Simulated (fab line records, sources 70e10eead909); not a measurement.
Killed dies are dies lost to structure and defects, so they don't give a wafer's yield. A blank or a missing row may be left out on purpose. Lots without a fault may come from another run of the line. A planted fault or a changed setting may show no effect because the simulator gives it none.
Which tool did it? | flow nand_harc | 13 lots, 39 wafers sampled, at 5 steps of a route of 1159

WHAT THE GAUGES READ, wafer by wafer
NHARC_A_ONON_D1_THK_MEAS_05: measures by ellipsometry. Usual: thk_nm 998 nm, standard deviation 8.9.
lot  | measured     | on            | thk_nm (nm)    | flag
L421 | day 7 18:07  | film_metro-01 | 998 1000 998   |
L420 | day 7 18:20  | film_metro-01 | 994 994 994    |
L422 | day 8 06:46  | film_metro-02 | 980 980 982    |
L423 | day 8 06:47  | film_metro-01 | 1014 1013 1013 |
L427 | day 9 07:52  | film_metro-02 | 1006 1004 1005 |
L429 | day 9 14:03  | film_metro-01 | 983 983 983    |
L430 | day 9 20:07  | film_metro-01 | 994 995 994    |
L433 | day 10 19:06 | film_metro-01 | 1000 1002 1000 |
L432 | day 10 19:07 | film_metro-02 | 1002 1002 1003 |
L431 | day 10 19:06 | film_metro-02 | 1004 1005 1004 |
L441 | day 12 20:43 | film_metro-02 | 1008 1009 1008 |
L442 | day 12 20:43 | film_metro-01 | 671 997 671    | OFF
L443 | day 13 09:00 | film_metro-01 | 682 685 1008   | OFF

NHARC_END_SORT_01. Usual: killed_at_array 26, standard deviation 9.6; killed_at_other 0.7, standard deviation 0.92; killed_at_periphery 3.8, standard deviation 2.7; killed_dies 31, standard deviation 10; killed_open 3.3, standard deviation 1.7; killed_short 1.8, standard deviation 1.3.
lot  | measured     | on        | killed_at_array | killed_at_other | killed_at_periphery | killed_dies | killed_open | killed_short | flag
L442 | day 24 00:30 | prober-01 | 672 24 672      | 1 3 0           | 4 4 5               | 677 31 677  | 3 3 5       | 2 2 0        | OFF
L443 | day 24 23:13 | prober-02 | 675 673 28      | 0 0 0           | 2 4 4               | 677 677 32  | 3 5 4       | 2 2 2        | OFF

WHICH TOOL RAN EACH LOT (tool, then ch and the chambers of the sampled wafers, then the start)
lot  | NHARC_P_BONDPAD_ETCH_37            | NHARC_P_BONDPAD_ETCH_12                       | NHARC_A_ONON_D1_DEP_03
L421 | rie_diel-05 ch 1,2, day 6 14:19    | rie_diel-05 ch 0,1,2, day 7 17:37 or earlier  | pecvd_onon-02 ch 0, day 7 17:37
L420 | rie_diel-05 ch 0,2,3, day 6 14:54  | rie_diel-05 ch 0,1,3, day 7 17:50 or earlier  | pecvd_onon-04 ch 0, day 7 17:50
L422 | rie_diel-07 ch 0,3, day 7 03:03    | rie_diel-07 ch 0,2,3, day 8 06:16 or earlier  | pecvd_onon-04 ch 0, day 8 06:16
L423 | rie_diel-05 ch 1,2, day 7 03:31    | rie_diel-05 ch 1,2, day 8 06:16 or earlier    | pecvd_onon-03 ch 0, day 8 06:16
L427 | rie_diel-07 ch 0,2,3, day 8 03:47  | rie_diel-07 ch 0,3, day 9 07:21 or earlier    | pecvd_onon-03 ch 0, day 9 07:21
L429 | rie_diel-05 ch 0,3, day 8 13:52    | rie_diel-05 ch 1,2, day 9 13:32 or earlier    | pecvd_onon-02 ch 0, day 9 13:32
L430 | rie_diel-06 ch 0,2,3, day 8 16:25  | rie_diel-06 ch 2,3, day 9 19:43 or earlier    | pecvd_onon-04 ch 0, day 9 19:43
L433 | rie_diel-05 ch 0,2,3, day 9 15:23  | rie_diel-05 ch 2,3, day 10 18:35 or earlier   | pecvd_onon-03 ch 0, day 10 18:35
L432 | rie_diel-05 ch 0,2, day 9 16:26    | rie_diel-05 ch 0,2,3, day 10 18:35 or earlier | pecvd_onon-02 ch 0, day 10 18:35
L431 | rie_diel-06 ch 2,3, day 9 16:41    | rie_diel-06 ch 0,2,3, day 10 18:35 or earlier | pecvd_onon-04 ch 0, day 10 18:35
L441 | rie_diel-05 ch 0,2,3, day 11 18:14 | rie_diel-05 ch 0,2,3, day 12 20:12 or earlier | pecvd_onon-02 ch 0, day 12 20:12
L442 | rie_diel-05 ch 0,2,3, day 11 19:42 | rie_diel-05 ch 0,1,2, day 12 20:12 or earlier | pecvd_onon-04 ch 0, day 12 20:12
L443 | rie_diel-06 ch 1,2, day 12 04:17   | rie_diel-06 ch 0,1,3, day 13 08:29 or earlier | pecvd_onon-04 ch 0, day 13 08:29
- NHARC_P_BONDPAD_ETCH_37: etches the open film in N2/H2, target depth 60 nm, overetch 18 nm, time 65.91 s.
- NHARC_P_BONDPAD_ETCH_12: etches the open film in CHF3/O2, target depth 200 nm, time 100 s.
- NHARC_A_ONON_D1_DEP_03: target thk 1000 nm.

WHAT THE TOOLS THEMSELVES READ (means of the sampled wafers that have a number; where no wafer has one, the mark that the record gives instead)
NHARC_P_BONDPAD_ETCH_37. Usual: chamber_pressure_mTorr 29.999 mTorr, standard deviation 0.028; drypump_motor_current_A 5.5 A, standard deviation 0.42; oes_product_au 0.997 a.u., standard deviation 0.0081; rf_vpp_V 431 V, standard deviation 3.1; showerhead_plenum_p_Torr 2.07 Torr, standard deviation 0.11; throttle_valve_pct 14.173 %, standard deviation 0.0087.
lot  | tool        | chamber_pressure_mTorr (mTorr) | drypump_motor_current_A (A) | oes_product_au (a.u.) | rf_vpp_V (V) | showerhead_plenum_p_Torr (Torr) | throttle_valve_pct (%) | flag
L421 | rie_diel-05 | 30.026                         | 6.0                         | 1.005                 | 432          | 2.09                            | 14.171                 |
L420 | rie_diel-05 | 29.988                         | 5.7                         | 0.990                 | 430          | 2.04                            | 14.173                 |
L422 | rie_diel-07 | 29.972                         | 5.6                         | 1.014                 | 432          | 2.09                            | 14.168                 |
L423 | rie_diel-05 | 30.029                         | 6.0                         | 1.000                 | 433          | 2.09                            | 14.177                 |
L427 | rie_diel-07 | 29.982                         | 5.6                         | 0.999                 | 433          | 2.11                            | 14.173                 |
L429 | rie_diel-05 | 29.995                         | 5.4                         | 0.988                 | 430          | 2.00                            | 14.181                 |
L430 | rie_diel-06 | 29.991                         | 5.0                         | 1.003                 | 435          | 2.19                            | 14.164                 |
L433 | rie_diel-05 | 30.009                         | 5.8                         | 0.988                 | 431          | 2.03                            | 14.183                 |
L432 | rie_diel-05 | 30.011                         | 5.6                         | 0.988                 | 432          | 2.09                            | 14.175                 |
L431 | rie_diel-06 | 30.008                         | 5.0                         | 0.994                 | 435          | 2.20                            | 14.181                 |
L441 | rie_diel-05 | 30.017                         | 5.7                         | 0.995                 | 430          | 2.03                            | 14.170                 |
L442 | rie_diel-05 | 30.004                         | 5.8                         | 0.994                 | 430          | 2.03                            | 14.177                 |
L443 | rie_diel-06 | 29.999                         | 5.3                         | 1.001                 | 434          | 2.15                            | 14.173                 |

NHARC_P_BONDPAD_ETCH_12. Usual: chamber_pressure_mTorr 25.000 mTorr, standard deviation 0.024; drypump_motor_current_A 5.5 A, standard deviation 0.43; oes_product_au 0.945 a.u., standard deviation 0.021; rf_vpp_V 371.3 V, standard deviation 2.7; showerhead_plenum_p_Torr 2.43 Torr, standard deviation 0.12; throttle_valve_pct 20.573 %, standard deviation 0.0087.
lot  | tool        | chamber_pressure_mTorr (mTorr) | drypump_motor_current_A (A) | oes_product_au (a.u.) | rf_vpp_V (V) | showerhead_plenum_p_Torr (Torr) | throttle_valve_pct (%) | flag
L421 | rie_diel-05 | 24.997                         | 5.6                         | 0.917                 | 371.4        | 2.42                            | 20.569                 |
L420 | rie_diel-05 | 24.997                         | 5.4                         | 0.968                 | 369.0        | 2.32                            | 20.578                 |
L422 | rie_diel-07 | 25.007                         | 5.6                         | 0.945                 | 372.1        | 2.48                            | 20.573                 |
L423 | rie_diel-05 | 25.001                         | 6.0                         | 0.940                 | 371.0        | 2.47                            | 20.578                 |
L427 | rie_diel-07 | 24.997                         | 5.5                         | 0.932                 | 372.7        | 2.45                            | 20.574                 |
L429 | rie_diel-05 | 24.990                         | 6.0                         | 0.959                 | 372.5        | 2.46                            | 20.566                 |
L430 | rie_diel-06 | 25.020                         | 5.1                         | 0.933                 | 374.6        | 2.58                            | 20.569                 |
L433 | rie_diel-05 | 25.013                         | 5.8                         | 0.924                 | 368.6        | 2.34                            | 20.575                 |
L432 | rie_diel-05 | 24.997                         | 5.8                         | 0.954                 | 370.4        | 2.39                            | 20.568                 |
L431 | rie_diel-06 | 24.996                         | 5.0                         | 0.955                 | 373.5        | 2.57                            | 20.568                 |
L441 | rie_diel-05 | 24.997                         | 5.7                         | 0.967                 | 369.8        | 2.39                            | 20.573                 |
L442 | rie_diel-05 | 24.980                         | 5.6                         | 0.921                 | 370.7        | 2.42                            | 20.567                 |
L443 | rie_diel-06 | 25.008                         | 5.0                         | 0.968                 | 373.4        | 2.51                            | 20.570                 |

THE ANSWER, worked out from the rows above alone
Rule: a lot is off if the mean of its wafers that have a number lies more than 3 standard deviations from the usual mean. A lot without any number at a reading at which 4 lots or more have one is off too. The other lots that the step has rows for count as sound. The gauges are gone through in route order, then the tools' own readings, and for those a lot's mean is taken as printed above. The first step at which some lot is off is used, and at that step the reading that is off furthest; a lot without a number counts as furthest.
Off: L442, L443, at NHARC_A_ONON_D1_THK_MEAS_05 (thk_nm).
A tool fits if, at a process step before that reading, it ran every lot that is off, and no sound lot after the first of them. The gauges at NHARC_A_ONON_D1_THK_MEAS_05 aren't tried: what is off there is off at NHARC_END_SORT_01 too, on other tools, and a gauge's error can't cause that. NHARC_P_BONDPAD_ETCH_12 gives no start for some lots, so the hours and the order of its lots are those of NHARC_A_ONON_D1_DEP_03. One fits: pecvd_onon-04 at NHARC_A_ONON_D1_DEP_03. Its last sound lot is L431 (day 10 18:35), its first lot that is off L442 (day 12 20:12): a fault that began between those two fits.

WHAT THE SIMULATOR HAD PUT IN
Process parameter drift: pecvd_onon-04, from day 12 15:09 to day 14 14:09, at NHARC_A_ONON_D1_DEP_03. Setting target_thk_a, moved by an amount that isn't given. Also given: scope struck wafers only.
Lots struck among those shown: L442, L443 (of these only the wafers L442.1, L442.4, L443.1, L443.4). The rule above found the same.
